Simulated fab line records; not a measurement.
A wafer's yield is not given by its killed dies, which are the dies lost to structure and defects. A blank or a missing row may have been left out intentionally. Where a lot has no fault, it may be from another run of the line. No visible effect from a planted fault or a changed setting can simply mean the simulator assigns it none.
Which tool was responsible?	flow n5_finfet	24 lots, 72 wafers sampled, at 6 steps of a route of 1938

== WHAT THE GAUGES READ, wafer by wafer ==
Not one reading of a measure or inspect step in the record can be checked against a usual standard deviation.

== EACH LOT AND THE TOOL THAT RAN IT (in order: tool; ch and the chambers of the sampled wafers; start) ==
lot	N5_BEOL_M3_ANNEAL_49	N5_BEOL_M3_ANNEAL_82	N5_BEOL_M3_SPUTTER_90	N5_BEOL_M4_HM_DEP_02	N5_BEOL_M4_DEGAS_44	N5_BEOL_M4_SPUTTER_81
L074	pvd_sputter-01, day 7 06:43	pvd_sputter-01, day 7 07:10	pvd_sputter-01, day 7 07:44	pvd_sputter-03, day 7 10:44	pvd_sputter-03, day 7 21:25	pvd_sputter-02, day 7 22:59
L075	pvd_sputter-02, day 7 18:59	pvd_sputter-02, day 7 19:25	pvd_sputter-02, day 7 20:00	pvd_sputter-02, day 8 00:40	pvd_sputter-02, day 8 07:02	pvd_sputter-02, day 8 08:11
L076	pvd_sputter-03, day 8 04:38	pvd_sputter-03, day 8 05:04	pvd_sputter-03, day 8 05:39	pvd_sputter-03, day 8 08:29	pvd_sputter-03, day 8 16:56	pvd_sputter-02, day 8 18:01
L077	pvd_sputter-01, day 8 10:37	pvd_sputter-01, day 8 11:04	pvd_sputter-01, day 8 11:38	pvd_sputter-02, day 8 14:28	pvd_sputter-02, day 8 21:29	pvd_sputter-01, day 8 22:39
L078	pvd_sputter-02, day 8 15:20	pvd_sputter-02, day 8 15:47	pvd_sputter-02, day 8 16:22	pvd_sputter-03, day 8 20:25	pvd_sputter-02, day 9 02:05	pvd_sputter-02, day 9 03:08
L079	pvd_sputter-02, day 9 09:38	pvd_sputter-02, day 9 10:05	pvd_sputter-02, day 9 10:40	pvd_sputter-01, day 9 13:41	pvd_sputter-02, day 9 18:08	pvd_sputter-02, day 9 19:16
L080	pvd_sputter-02, day 9 11:40	pvd_sputter-02, day 9 12:06	pvd_sputter-02, day 9 12:41	pvd_sputter-01, day 9 14:46	pvd_sputter-01, day 9 22:07	pvd_sputter-02, day 9 23:16
L081	pvd_sputter-03, day 9 15:13	pvd_sputter-03, day 9 15:40	pvd_sputter-03, day 9 16:14	pvd_sputter-03, day 9 18:44	pvd_sputter-02, day 9 22:05	pvd_sputter-01, day 9 23:09
L082	pvd_sputter-01, day 9 16:02	pvd_sputter-01, day 9 16:28	pvd_sputter-01, day 9 17:03	pvd_sputter-01, day 9 21:45	pvd_sputter-01, day 10 01:37	pvd_sputter-03, day 10 02:49
L083	pvd_sputter-03, day 9 19:24	pvd_sputter-03, day 9 19:50	pvd_sputter-03, day 9 20:25	pvd_sputter-01, day 10 00:52	pvd_sputter-01, day 10 07:55	pvd_sputter-02, day 10 09:01
L084	pvd_sputter-03, day 9 22:42	pvd_sputter-03, day 9 23:08	pvd_sputter-03, day 9 23:43	pvd_sputter-01, day 10 02:11	pvd_sputter-01, day 10 14:43	pvd_sputter-02, day 10 16:09
L085	pvd_sputter-01, day 10 02:32	pvd_sputter-01, day 10 02:58	pvd_sputter-01, day 10 03:33	pvd_sputter-01, day 10 05:46	pvd_sputter-02, day 10 21:53	pvd_sputter-01, day 10 23:47
L086	pvd_sputter-01, day 10 16:15	pvd_sputter-01, day 10 16:41	pvd_sputter-01, day 10 17:16	pvd_sputter-02, day 10 21:14	pvd_sputter-02, day 11 01:16	pvd_sputter-03, day 11 02:25
L087	pvd_sputter-03, day 10 19:08	pvd_sputter-03, day 10 19:34	pvd_sputter-03, day 10 20:09	pvd_sputter-03, day 10 22:55	pvd_sputter-02, day 11 06:06	pvd_sputter-01, day 11 07:06
L088	pvd_sputter-03, day 11 07:08	pvd_sputter-03, day 11 07:34	pvd_sputter-03, day 11 08:09	pvd_sputter-03, day 11 10:34	pvd_sputter-01, day 12 00:50	pvd_sputter-01, day 12 02:08
L089	pvd_sputter-03, day 11 11:40	pvd_sputter-03, day 11 12:06	pvd_sputter-03, day 11 12:41	pvd_sputter-03, day 11 15:14	pvd_sputter-03, day 11 22:50	pvd_sputter-03, day 12 01:30
L090	pvd_sputter-02, day 11 12:06	pvd_sputter-02, day 11 12:32	pvd_sputter-02, day 11 13:07	pvd_sputter-01, day 11 16:34	pvd_sputter-01, day 12 01:32	pvd_sputter-02, day 12 02:35
L093	pvd_sputter-03, day 11 23:00	pvd_sputter-03, day 11 23:26	pvd_sputter-03, day 12 00:01	pvd_sputter-02, day 12 03:59	pvd_sputter-02, day 12 07:36	pvd_sputter-03, day 12 08:38
L091	pvd_sputter-03, day 12 05:01	pvd_sputter-03, day 12 05:27	pvd_sputter-03, day 12 06:02	pvd_sputter-02, day 12 09:43	pvd_sputter-02, day 12 12:19	pvd_sputter-03, day 12 13:18
L094	pvd_sputter-01, day 13 08:28	pvd_sputter-01, day 13 08:54	pvd_sputter-01, day 13 09:29	pvd_sputter-03, day 13 11:40	pvd_sputter-01, day 13 17:02	pvd_sputter-02, day 13 18:05
L096	pvd_sputter-03, day 13 09:11	pvd_sputter-03, day 13 09:37	pvd_sputter-03, day 13 10:12	pvd_sputter-03, day 13 13:59	pvd_sputter-01, day 13 19:47	pvd_sputter-01, day 13 21:08
L092	pvd_sputter-02, day 13 11:41	pvd_sputter-02, day 13 12:07	pvd_sputter-02, day 13 12:42	pvd_sputter-02, day 13 16:12	pvd_sputter-02, day 13 19:52	pvd_sputter-03, day 13 21:24
L095	pvd_sputter-03, day 13 12:08	pvd_sputter-03, day 13 12:35	pvd_sputter-03, day 13 13:10	pvd_sputter-02, day 13 16:20	pvd_sputter-03, day 13 23:01	pvd_sputter-01, day 14 00:07
L097	pvd_sputter-02, day 13 13:31	pvd_sputter-02, day 13 13:58	pvd_sputter-02, day 13 14:32	pvd_sputter-01, day 13 16:56	pvd_sputter-02, day 14 01:28	pvd_sputter-03, day 14 02:34
- N5_BEOL_M3_ANNEAL_49: time 240 s.
- N5_BEOL_M3_ANNEAL_82: time 240 s.
- N5_BEOL_M3_SPUTTER_90: material Cu, target thk 4.5 nm, time 8.29 s.
- N5_BEOL_M4_HM_DEP_02: deposits TiN, target thk 20 nm.
- N5_BEOL_M4_DEGAS_44: time 60 s.
- N5_BEOL_M4_SPUTTER_81: material Cu, target thk 4.5 nm, time 8.29 s.

== WHAT THE TOOLS THEMSELVES READ (means of the sampled wafers that have a number; where no wafer has one, the mark that the record gives instead) ==
N5_BEOL_M3_ANNEAL_49. Usual: heater_power_w reads 825 W (standard deviation 83).
lot	tool	heater_power_w (W)	flag
L074	pvd_sputter-01	824	
L075	pvd_sputter-02	779	
L076	pvd_sputter-03	871	
L077	pvd_sputter-01	763	
L078	pvd_sputter-02	799	
L079	pvd_sputter-02	736	
L080	pvd_sputter-02	778	
L081	pvd_sputter-03	761	
L082	pvd_sputter-01	790	
L083	pvd_sputter-03	808	
L084	pvd_sputter-03	814	
L085	pvd_sputter-01	854	
L086	pvd_sputter-01	816	
L087	pvd_sputter-03	776	
L088	pvd_sputter-03	820	
L089	pvd_sputter-03	879	
L090	pvd_sputter-02	839	
L093	pvd_sputter-03	771	
L091	pvd_sputter-03	976	
L094	pvd_sputter-01	804	
L096	pvd_sputter-03	892	
L092	pvd_sputter-02	839	
L095	pvd_sputter-03	884	
L097	pvd_sputter-02	774	

N5_BEOL_M3_ANNEAL_82. Usual: heater_power_w reads 823 W (standard deviation 80).
lot	tool	heater_power_w (W)	flag
L074	pvd_sputter-01	823	
L075	pvd_sputter-02	775	
L076	pvd_sputter-03	865	
L077	pvd_sputter-01	767	
L078	pvd_sputter-02	792	
L079	pvd_sputter-02	722	
L080	pvd_sputter-02	783	
L081	pvd_sputter-03	769	
L082	pvd_sputter-01	787	
L083	pvd_sputter-03	819	
L084	pvd_sputter-03	815	
L085	pvd_sputter-01	837	
L086	pvd_sputter-01	813	
L087	pvd_sputter-03	778	
L088	pvd_sputter-03	812	
L089	pvd_sputter-03	886	
L090	pvd_sputter-02	833	
L093	pvd_sputter-03	774	
L091	pvd_sputter-03	965	
L094	pvd_sputter-01	814	
L096	pvd_sputter-03	899	
L092	pvd_sputter-02	852	
L095	pvd_sputter-03	886	
L097	pvd_sputter-02	775	

N5_BEOL_M3_SPUTTER_90. Usual: chamber_pressure_pa 0.07 Pa, standard deviation 0.00014; throttle_valve_pct 29.9 %, standard deviation 0.97.
lot	tool	chamber_pressure_pa (Pa)	throttle_valve_pct (%)	flag
L074	pvd_sputter-01	0.07	30.2	
L075	pvd_sputter-02	0.07	30.5	
L076	pvd_sputter-03	0.07	28.8	
L077	pvd_sputter-01	0.07	30.0	
L078	pvd_sputter-02	0.07	30.9	
L079	pvd_sputter-02	0.07	30.7	
L080	pvd_sputter-02	0.07	30.8	
L081	pvd_sputter-03	0.07	29.5	
L082	pvd_sputter-01	0.07	30.2	
L083	pvd_sputter-03	0.07	29.5	
L084	pvd_sputter-03	0.07	28.7	
L085	pvd_sputter-01	0.07	30.0	
L086	pvd_sputter-01	0.07	30.4	
L087	pvd_sputter-03	0.07	28.9	
L088	pvd_sputter-03	0.07	28.6	
L089	pvd_sputter-03	0.07	29.6	
L090	pvd_sputter-02	0.07	29.8	
L093	pvd_sputter-03	0.07	29.0	
L091	pvd_sputter-03	0.07	29.6	
L094	pvd_sputter-01	0.07	30.3	
L096	pvd_sputter-03	0.07	29.0	
L092	pvd_sputter-02	0.07	30.2	
L095	pvd_sputter-03	0.07	29.2	
L097	pvd_sputter-02	0.07	30.3	

N5_BEOL_M4_HM_DEP_02. Usual: chamber_pressure_pa 0.5000 Pa, standard deviation 0.00095; throttle_valve_pct 29.9 %, standard deviation 0.97.
lot	tool	chamber_pressure_pa (Pa)	throttle_valve_pct (%)	flag
L074	pvd_sputter-03	0.5007	29.2	
L075	pvd_sputter-02	0.5004	30.3	
L076	pvd_sputter-03	0.5001	29.1	
L077	pvd_sputter-02	0.4995	30.4	
L078	pvd_sputter-03	0.4997	29.0	
L079	pvd_sputter-01	0.5002	29.6	
L080	pvd_sputter-01	0.5006	30.2	
L081	pvd_sputter-03	0.4996	29.1	
L082	pvd_sputter-01	0.4993	30.8	
L083	pvd_sputter-01	0.4987	30.3	
L084	pvd_sputter-01	0.5003	29.8	
L085	pvd_sputter-01	0.5005	30.6	
L086	pvd_sputter-02	0.5005	30.9	
L087	pvd_sputter-03	0.5001	29.5	
L088	pvd_sputter-03	0.5003	29.8	
L089	pvd_sputter-03	0.4994	29.6	
L090	pvd_sputter-01	0.5003	29.9	
L093	pvd_sputter-02	0.5005	30.0	
L091	pvd_sputter-02	0.4999	30.6	
L094	pvd_sputter-03	0.4992	29.0	
L096	pvd_sputter-03	0.4995	29.6	
L092	pvd_sputter-02	0.5013	30.9	
L095	pvd_sputter-02	0.5006	30.5	
L097	pvd_sputter-01	0.5000	30.9	

N5_BEOL_M4_DEGAS_44. Usual: heater_power_w reads 328 W (standard deviation 29).
lot	tool	heater_power_w (W)	flag
L074	pvd_sputter-03	343	
L075	pvd_sputter-02	323	
L076	pvd_sputter-03	355	
L077	pvd_sputter-02	330	
L078	pvd_sputter-02	335	
L079	pvd_sputter-02	323	
L080	pvd_sputter-01	325	
L081	pvd_sputter-02	324	
L082	pvd_sputter-01	325	
L083	pvd_sputter-01	337	
L084	pvd_sputter-01	337	
L085	pvd_sputter-02	311	
L086	pvd_sputter-02	315	
L087	pvd_sputter-02	329	
L088	pvd_sputter-01	335	
L089	pvd_sputter-03	346	
L090	pvd_sputter-01	339	
L093	pvd_sputter-02	337	
L091	pvd_sputter-02	296	
L094	pvd_sputter-01	326	
L096	pvd_sputter-01	336	
L092	pvd_sputter-02	319	
L095	pvd_sputter-03	369	
L097	pvd_sputter-02	332	

N5_BEOL_M4_SPUTTER_81. Usual: chamber_pressure_pa 0.07 Pa, standard deviation 0.00014; throttle_valve_pct 30.1 %, standard deviation 0.93.
lot	tool	chamber_pressure_pa (Pa)	throttle_valve_pct (%)	flag
L074	pvd_sputter-02	0.07	30.1	
L075	pvd_sputter-02	0.07	31.4	
L076	pvd_sputter-02	0.07	30.6	
L077	pvd_sputter-01	0.07	29.6	
L078	pvd_sputter-02	0.07	30.2	
L079	pvd_sputter-02	0.07	30.2	
L080	pvd_sputter-02	0.07	30.4	
L081	pvd_sputter-01	0.07	30.0	
L082	pvd_sputter-03	0.07	29.5	
L083	pvd_sputter-02	0.07	30.5	
L084	pvd_sputter-02	0.07	30.4	
L085	pvd_sputter-01	0.07	29.9	
L086	pvd_sputter-03	0.07	29.9	
L087	pvd_sputter-01	0.07	30.9	
L088	pvd_sputter-01	0.07	30.7	
L089	pvd_sputter-03	0.07	29.1	
L090	pvd_sputter-02	0.07	30.5	
L093	pvd_sputter-03	0.07	29.5	
L091	pvd_sputter-03	0.07	30.0	
L094	pvd_sputter-02	0.07	30.4	
L096	pvd_sputter-01	0.07	30.3	
L092	pvd_sputter-03	0.07	29.6	
L095	pvd_sputter-01	0.07	30.3	
L097	pvd_sputter-03	0.07	30.1	

== THE ANSWER, worked out from the rows above alone ==
Rule: lot off if the mean of its wafers having a number is beyond 3 standard deviations from the usual mean. Also off: a lot with no number at a reading for which 4 or more lots have one. All remaining lots with rows at the step are treated as sound. The gauges are gone through in route order, then the tools' own readings, and for those a lot's mean is taken as printed above. At the first step where some lot is off, the reading lying furthest off is the one used; lots without a number count as furthest.
No lot is off at any reading shown: from this, nothing can be told.

== WHAT THE SIMULATOR HAD PUT IN ==
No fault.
